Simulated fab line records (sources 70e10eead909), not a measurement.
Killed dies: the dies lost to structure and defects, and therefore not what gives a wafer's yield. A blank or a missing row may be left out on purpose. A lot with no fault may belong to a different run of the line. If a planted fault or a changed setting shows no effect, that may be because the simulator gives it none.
Matching of chambers + flow nand harc + ald metal-02 running NHARC_A_CONTACT_ALD_18: 4 sister chambers
The step deposits TiN, target thk 3 nm, pulse time 1 s, ald cycles 150. 8 wafers are shown with their chamber, then 8 later ones without.

## WAFERS, EACH WITH ITS CHAMBER
| wafer  | chamber | heater power outer w (W) | heater power w (W) |
|--------|---------|--------------------------|--------------------|
| L081.2 | 2       | 680                      | 1140               |
| L081.3 | 3       | 640                      | 1012               |
| L088.2 | 0       | 655                      | 969                |
| L088.3 | 2       | 692                      | 1220               |
| L089.1 | 1       | 762                      | 1186               |
| L089.3 | 0       | 636                      | 1024               |
| L089.5 | 1       | 783                      | 1201               |
| L092.1 | 3       | 641                      | 1036               |

## WAFERS WITH NO CHAMBER GIVEN
| wafer  | heater power outer w (W) | heater power w (W) |
|--------|--------------------------|--------------------|
| L092.5 | 647                      | 990                |
| L092.6 | 692                      | 1188               |
| L094.1 | 655                      | 1025               |
| L094.3 | 803                      | 1210               |
| L094.4 | 644                      | 1043               |
| L096.3 | 786                      | 1199               |
| L096.4 | 680                      | 1222               |
| L096.5 | 772                      | 1206               |

## EACH ONE'S CHAMBER
| wafer  | from the rows above     | in truth |
|--------|-------------------------|----------|
| L092.5 | can't be placed: 0 or 3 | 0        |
| L092.6 | 2                       | 2        |
| L094.1 | can't be placed: 0 or 3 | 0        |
| L094.3 | 1                       | 1        |
| L094.4 | can't be placed: 3 or 0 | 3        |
| L096.3 | 1                       | 1        |
| L096.4 | 2                       | 2        |
| L096.5 | 1                       | 1        |
5 of 8 placed correctly. Not placeable from these rows: 3 (in 3, the candidates include the true chamber). Number placed wrongly: 0.
How it was worked out, from the rows above alone: a wafer's distance from a chamber is the root of the sum, over the readings, of the square of ((its reading less the chamber's mean) divided by the reading's scatter). The wafer belongs to the nearest chamber; if the next one is less than 2 further off, it can't be placed. Each chamber's mean is taken over the wafers shown for it. The scatter: take each reading less its chamber's mean, square it, sum over the shown wafers, divide by the number of wafers less the number of chambers, and take the root.
